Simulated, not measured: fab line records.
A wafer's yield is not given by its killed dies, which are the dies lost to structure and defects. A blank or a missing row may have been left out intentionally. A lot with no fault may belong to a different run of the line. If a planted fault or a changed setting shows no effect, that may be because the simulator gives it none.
fab line records    flow n5Finfet
[record] lots = 10  wafers = 26  lastDay = 17
route steps=1938 shown SPACER0@261 SD_EPI_N@271 SD_ACTIVATION@331 ILD0@343 PASSIVATION@1936
lots that met no fault: taken from a fault-free run of the same line
startH: the number of hours between the record's first day and the start of the first shown wafer of the lot    waitH: hours elapsed since this lot's preceding step    " same as the row above    L1.1+2: a single row standing in for several wafers    - no value, or no start was given    * or withheld: withheld    < > ~ a bound
route shown NAME@n: a module of which the file shows steps, and the number in the route of the first    usual: mean and standard deviation over wafers with no fault    same: alike in all rows    chamber/n: place in a boat    sites: each site's reading    _std_site: how widely they spread, as a standard deviation    _edge_site: mean of outer sites minus mean of inner sites    radiusMm: for every site, how far away it sits from the centre of the wafer    mask NAME#n: copy n    behind: tool/chamber where the wafer was last shaped    hold: reason for holding the lot/hours on hold/outcome of the hold    device: names the non-switching transistor (n, p or np)    end of line: the same wafers' tests at the end of the route    step lacking rows: just its recipe    killed: at the first sort, the dies lost to defects and structure; wafer yield is something else    map: the dies of a wafer, with x for killed, . for not killed, _ for no die there
set.NAME: the setting as run; set.NAME@STEP: as run at that earlier step    model.NAME: the simulator's own value behind a step, which no gauge read
one table for each step of the route and one row for each wafer, over a sample of lots
services: the hour from which a tool's chamber was out of use, counted from the record's first day as startH (under 0 if before that day), plus the number of hours and why
[[steps]]
[step N5_SPACER0_INSPECT_04]
[recipe] inspectInstrument = darkfield  mode = postDep
[usual] rawDefectCount = 133/31
lot.wafer  tool              chamber  startH  waitH  rawDefectCount
L988.4     defectInspect-02  -        54.32   0.1    126
L988.5     "                 -        "       "      140
L988.6     "                 -        "       "      128
L990.3     defectInspect-01  -        67.20   0.1    117
L990.6     "                 -        "       "      84
L991.2     defectInspect-02  -        74.77   0.1    139
L991.3     "                 -        "       "      207
L992.1     defectInspect-01  -        79.47   0.1    91
L992.2     "                 -        "       "      154
L993.3     defectInspect-02  -        83.69   0.1    94
L993.5     "                 -        "       "      135
L997.2     defectInspect-01  -        108.21  0.1    133
L997.3     "                 -        "       "      137
L997.6     "                 -        "       "      190
L999.2     defectInspect-01  -        120.18  0.1    66
L999.3     "                 -        "       "      85
L999.6     "                 -        "       "      108
L101.1     defectInspect-02  -        130.68  0.1    112
L101.5     "                 -        "       "      115
L101.6     "                 -        "       "      134
L106.2     defectInspect-02  -        160.49  0.1    137
L106.3     "                 -        "       "      139
L106.4     "                 -        "       "      158
L110.2     defectInspect-01  -        191.09  0.1    103
L110.4     "                 -        "       "      108
L110.6     "                 -        "       "      113
[step N5_SD_EPI_N_OVL_MEAS_10]
[recipe] pointsPerWafer = 44
[usual] SD_N_BLK_OVL = 0.4/0.65
lot.wafer  tool        chamber  startH  waitH  SD_N_BLK_OVL[nm]
L988.4     overlay-02  0        54.75   0.0    0.0
L988.5     "           0        "       "      -0.4
L988.6     "           0        "       "      0.5
L990.3     overlay-01  0        67.63   0.0    -0.1
L990.6     "           0        "       "      -0.2
L991.2     overlay-01  0        75.20   0.0    -0.6
L991.3     "           0        "       "      0.0
L992.1     overlay-02  0        79.78   0.0    0.4
L992.2     "           0        "       "      -0.1
L993.3     overlay-02  0        84.00   0.0    -0.5
L993.5     "           0        "       "      0.3
L997.2     overlay-01  0        108.51  0.0    0.4
L997.3     "           0        "       "      1.6
L997.6     "           0        "       "      0.2
L999.2     overlay-01  0        120.61  0.0    1.3
L999.3     "           0        "       "      1.4
L999.6     "           0        "       "      0.2
L101.1     overlay-02  0        130.98  0.0    0.4
L101.5     "           0        "       "      -0.1
L101.6     "           0        "       "      0.0
L106.2     overlay-02  0        160.79  0.0    -0.1
L106.3     "           0        "       "      0.0
L106.4     "           0        "       "      0.1
L110.2     overlay-02  0        191.39  0.0    0.0
L110.4     "           0        "       "      0.8
L110.6     "           0        "       "      1.1
[step N5_SD_EPI_N_EPI_21]
[recipe] material = Si:P  dopant = P  tempC = 680  pressureTorr = 255  timeS = 690
lot.wafer   tool         chamber  startH  waitH
L988.4+5+6  epiRpcvd-02  0        57.78   1.2
L990.3+6    epiRpcvd-03  0        69.94   0.7
L991.2+3    epiRpcvd-01  0        77.85   0.7
L992.1+2    epiRpcvd-02  0        81.52   0.1
L993.3+5    epiRpcvd-02  0        86.29   0.7
L997.2+3+6  epiRpcvd-02  0        110.64  0.4
L999.2+3+6  epiRpcvd-01  0        122.62  0.4
L101.1+5+6  epiRpcvd-01  0        133.57  0.2
L106.2+3+4  epiRpcvd-02  0        163.07  0.5
L110.2+4+6  epiRpcvd-03  0        193.43  0.4
[step N5_SD_ACTIVATION_LSA_01]
[recipe] tempC = 1080  timeS = 0.0008  ambient = N2
[usual] wafer_temp_C_max = 1084.5/0.94
lot.wafer  tool            chamber  startH  waitH  wafer_temp_C_max
L988.4     laserAnneal-02  0        64.62   0.2    1083.1
L988.5     "               0        "       "      1085.0
L988.6     "               0        "       "      1083.2
L990.3     laserAnneal-02  0        76.51   0.2    1084.0
L990.6     "               0        "       "      1083.2
L991.2     laserAnneal-01  0        85.32   0.2    1084.5
L991.3     "               0        "       "      1085.9
L992.1     laserAnneal-02  0        89.65   0.3    1083.9
L992.2     "               0        "       "      1083.5
L993.3     laserAnneal-01  0        93.80   0.3    1085.4
L993.5     "               0        "       "      1085.0
L997.2     laserAnneal-01  0        117.32  0.2    1085.6
L997.3     "               0        "       "      1085.8
L997.6     "               0        "       "      1084.6
L999.2     laserAnneal-01  0        129.19  0.2    1097.9
L999.3     "               0        "       "      1097.3
L999.6     "               0        "       "      1097.2
L101.1     laserAnneal-01  0        141.68  0.2    1097.8
L101.5     "               0        "       "      1099.2
L101.6     "               0        "       "      1098.4
L106.2     laserAnneal-02  0        170.44  0.2    1085.4
L106.3     "               0        "       "      1084.7
L106.4     "               0        "       "      1085.1
L110.2     laserAnneal-02  0        200.27  0.2    1084.4
L110.4     "               0        "       "      1083.4
L110.6     "               0        "       "      1083.6
[step N5_ILD0_ALD_15]
[recipe] material = SiNx  targetThkA = 240  tempC = 400  aldPrecursorFamily = SiH2I2  aldCoReactant = N2/H2-plasma  pulseTimeS = 1  aldCycles = 480  purgeTimeS = 2  coReactantPurgeTimeS = 2  pressureTorr = 2
[usual] heaterPowerOuterW = 524/51  heaterPowerW = 846/95  precursorPulseHeightRel = 1.002/0.02
lot.wafer  tool       chamber  startH  waitH  heaterPowerOuterW  heaterPowerW  precursorPulseHeightRel
L988.4     aldSin-03  3        68.98   0.2    497                717           1.006
L988.5     "          0        70.06   1.2    575                865           0.986
L988.6     "          3        "       "      487                727           0.975
L990.3     aldSin-03  0        80.71   0.4    585                884           1.034
L990.6     "          3        81.79   1.1    489                723           1.019
L991.2     aldSin-01  2        89.61   0.5    469                820           0.994
L991.3     "          1        "       "      450                712           1.002
L992.1     aldSin-03  1        94.85   0.8    623                1060          0.998
L992.2     "          0        "       "      609                863           0.953
L993.3     aldSin-01  3        98.21   0.4    541                887           1.026
L993.5     "          2        99.30   1.2    467                806           1.001
L997.2     aldSin-03  0        121.67  0.5    597                875           0.972
L997.3     "          1        "       "      632                1039          1.042
L997.6     "          2        122.76  1.1    510                849           1.031
L999.2     aldSin-03  1        133.57  0.5    602                1035          1.036
L999.3     "          2        "       "      509                836           0.992
L999.6     "          2        134.66  1.1    511                883           0.989
L101.1     aldSin-01  0        145.96  0.6    499                826           1.016
L101.5     "          3        147.05  1.2    534                914           0.987
L101.6     "          0        "       "      490                825           1.005
L106.2     aldSin-02  1        174.68  0.5    535                805           0.994
L106.3     "          0        "       "      514                838           1.009
L106.4     "          2        "       "      499                854           0.973
L110.2     aldSin-03  3        204.86  0.5    478                737           1.008
L110.4     "          1        "       "      588                1003          1.026
L110.6     "          2        205.94  1.1    502                840           1.014
[step N5_PASSIVATION_PROBE_49]
[usual] killed_at_M0_to_M3 = 32/9.3  killed_at_M4_up = 14/4.9  killedAtContacts = 15/7.5  killedAtFrontEnd = 40/11  killedAtOther = 4/3.3  killedDies = 104/17  killedOpen = 68/14  killedShort = 33/7.9
[same] grossDies = 1180  killedAtBackSide = 0
lot.wafer  tool       chamber  startH  waitH  killed_at_M0_to_M3  killed_at_M4_up  killedAtContacts  killedAtFrontEnd  killedAtOther  killedDies  killedOpen  killedShort
L101.6     prober-01  -        356.57  0.3    58                  17               7                 34                5              121         75          43
// killed by level:class
L101.6 BEOL_M0_SAQP:geometricParticle:short=15 BEOL_M1:geometricParticle:open=11 BEOL_M0_SAQP:geometricParticle:open=10 BEOL_M4:geometricParticle:open=10 BEOL_M3:geometricParticle:open=8 FIN_SAQP:geometricParticle:short=7 STI_FIN_REVEAL:geometricParticle:open=7 FIN_SAQP:geometricParticle:open=5
[[services]]
tool            chamber  startH  hours  kind
aldSin-03       -        37.19   1.9    repair
aldSin-03       -        51.05   1.7    repair
aldSin-02       2        70.99   11.1   repair
aldSin-02       -        102.55  2.8    pm
aldSin-03       0        149.07  8.7    repair
epiRpcvd-01     -        164.46  2.8    pm
aldSin-03       -        164.77  4.3    pm
aldSin-03       -        176.75  14.0   pm
aldSin-03       0        176.75  14.0   ventCycle
aldSin-03       1        176.75  14.0   ventCycle
aldSin-03       2        176.75  14.0   ventCycle
aldSin-03       3        176.75  14.0   ventCycle
aldSin-03       0        190.75  -      clean
aldSin-03       1        190.75  -      clean
aldSin-03       2        190.75  -      clean
aldSin-03       3        190.75  -      clean
aldSin-01       -        199.61  1.2    repair
laserAnneal-01  -        201.92  4.2    pm
[[key]]
[firstSign] step = N5_SD_ACTIVATION_LSA_01  reading = wafer_temp_C_max  direction = up  sigmas = 14  usual = *  struck = *
effect none on later readings
metAt N5_SD_EPI_N_EPI_21,N5_SD_ACTIVATION_LSA_01
struckLots L999,L101
testerLeftOut L999,L101
notActingAt N5_SPACER0_INSPECT_04,N5_SD_EPI_N_OVL_MEAS_10,N5_ILD0_ALD_15
onsetBetween 117.32 122.62
[fault] kind = processParameterDrift  tool = epiRpcvd-01  chamber = -  onsetH = 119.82  steps = N5_SD_EPI_N_EPI_21  channel = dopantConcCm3  offset = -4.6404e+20  shape = step  endH = 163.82  stated = 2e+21
[fault] kind = processParameterDrift  tool = laserAnneal-01  chamber = -  onsetH = 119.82  steps = N5_SD_ACTIVATION_LSA_01  channel = tempC  offset = *  shape = step  endH = 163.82  stated = *
// testerLeftOut: of these lots the tester's yield and bins aren't shown, on N5 and GAA mostly nor the transistor test; their killed dies are dies lost to structure and defects alone, not to doping, threshold or leakage, so they don't give the yield
